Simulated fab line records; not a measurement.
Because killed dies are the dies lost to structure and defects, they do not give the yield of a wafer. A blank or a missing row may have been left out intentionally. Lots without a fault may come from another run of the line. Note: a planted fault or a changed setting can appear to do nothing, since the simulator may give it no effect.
Struck lot and sound lot, side by side | flow nand_harc | 14 steps out of a route of 1159
Sound: wafers L983.2, L983.3, L983.4. Wafers L100.1, L100.3, L100.5 were the ones struck. The cause is given at the end.
Per side, at each step with rows, come the tool, then ch with its chambers, and then its first start. Under that, the readings that differ: sound wafers | struck wafers | difference of the means | sigmas: that difference in standard deviations of wafers without a fault.
alike: a reading whose means differ by less than 2 such deviations, as well as words and numbers matching on both sides. not compared: withheld readings; readings where some wafer has no value; bounds like >300 that might hide an equal value; numbers whose values overlap and for which the record gives no deviation.
A row with sigmas, a row that says differs or no value, or rows on one side alone: a step with any of these is where the two part. Numbers that don't overlap but have no deviation are shown without sigmas and don't part them. Lack of a reading on every wafer of one side parts them only where that side has two or more wafers.

first, 1 step without rows for these wafers: NHARC_A_CHANNEL_HOLE_D1_ETCH_44 (etches the open film in CF4/O2, target depth 140 nm, overetch 14 nm, time 77 s).
NHARC_A_CHANNEL_HOLE_D1_STRIP_27: strips in O2.
  sound: rie_diel-05 ch 1,2,3; struck: rie_diel-05 ch 1,3
  alike: drypump_motor_current_A, oes_product_au, rf_vpp_V, showerhead_plenum_p_Torr, throttle_valve_pct
  not compared: rf_hours_counter_h
then, 2 steps without rows for these wafers: NHARC_A_CHANNEL_HOLE_D1_PRECLEAN_28 (cleans in SC1); NHARC_A_CHANNEL_HOLE_D1_SRD_29.
NHARC_A_CHANNEL_HOLE_D1_CD_MEAS_30:
  sound on cd_sem-03 at day 8 16:02; struck on cd_sem-01 at day 12 14:05
  alike: cd_nm
NHARC_A_CHANNEL_HOLE_D1_XSEM_31:
  sound on xsem-01 ch 0, day 8 16:07; struck on xsem-01 ch 0, day 12 14:10
  alike: bot_cd_nm, bow_nm, tilt_deg
NHARC_A_CHANNEL_HOLE_D1_INSPECT_40:
  sound on defect_inspect-02 at day 8 16:13; struck on defect_inspect-02 at day 12 14:16
  alike: raw_defect_count
then, 2 steps without rows for these wafers: NHARC_A_CHANNEL_FILL_D1_PRECLEAN_00 (cleans in SC1); NHARC_A_CHANNEL_FILL_D1_SRD_01.
NHARC_A_CHANNEL_FILL_D1_ALD_02: deposits SiO2, target thk 6 nm, pulse time 10 s, ald cycles 60.
  sound on ald_hk-01 ch 0,1,2, day 8 16:25; struck on ald_hk-02 ch 1,2, day 12 14:33
  alike: ald_cycles, heater_power_w, precursor_pulse_height_rel, susceptor_temp_C
then, 1 step without rows for these wafers: NHARC_A_CHANNEL_FILL_D1_ALD_03 (deposits SiNx, target thk 6 nm, pulse time 60 s, ald cycles 58).
NHARC_A_CHANNEL_FILL_D1_ALD_14: deposits SiO2, target thk 2.5 nm, pulse time 10 s, ald cycles 25.
  sound on ald_hk-01 ch 0,1,2, day 8 23:54; struck on ald_hk-01 ch 1,2, day 12 23:11
  alike: ald_cycles, heater_power_w, precursor_pulse_height_rel, susceptor_temp_C
NHARC_A_CHANNEL_FILL_D1_ALD_15: deposits SiNx, target thk 2 nm, pulse time 60 s, ald cycles 19.
  sound on ald_sin_batch-02 ch 0, day 9 02:48; struck on ald_sin_batch-01 ch 0, day 13 02:06
  reading    | sound    | struck   | difference | sigmas
  ald_cycles | 19 19 19 | 20 20 20 | +1         |
  alike: precursor_pulse_height_rel, susceptor_temp_C
NHARC_A_CHANNEL_FILL_D1_ALD_16: deposits SiO2, target thk 1.5 nm, pulse time 10 s, ald cycles 15.
  sound on ald_hk-01 ch 0,2,3, day 9 05:01; struck on ald_hk-04 ch 0,2,3, day 13 04:13
  reading              | sound | struck               | difference                   | sigmas
  susceptor_temp_C (C) | - - - | 300.08 299.96 299.87 | no value on the sound wafers |
  alike: ald_cycles, heater_power_w, precursor_pulse_height_rel

WHERE THEY PART
NHARC_A_CHANNEL_FILL_D1_ALD_16 only, going by this record.

WHY: the cause the simulator had injected
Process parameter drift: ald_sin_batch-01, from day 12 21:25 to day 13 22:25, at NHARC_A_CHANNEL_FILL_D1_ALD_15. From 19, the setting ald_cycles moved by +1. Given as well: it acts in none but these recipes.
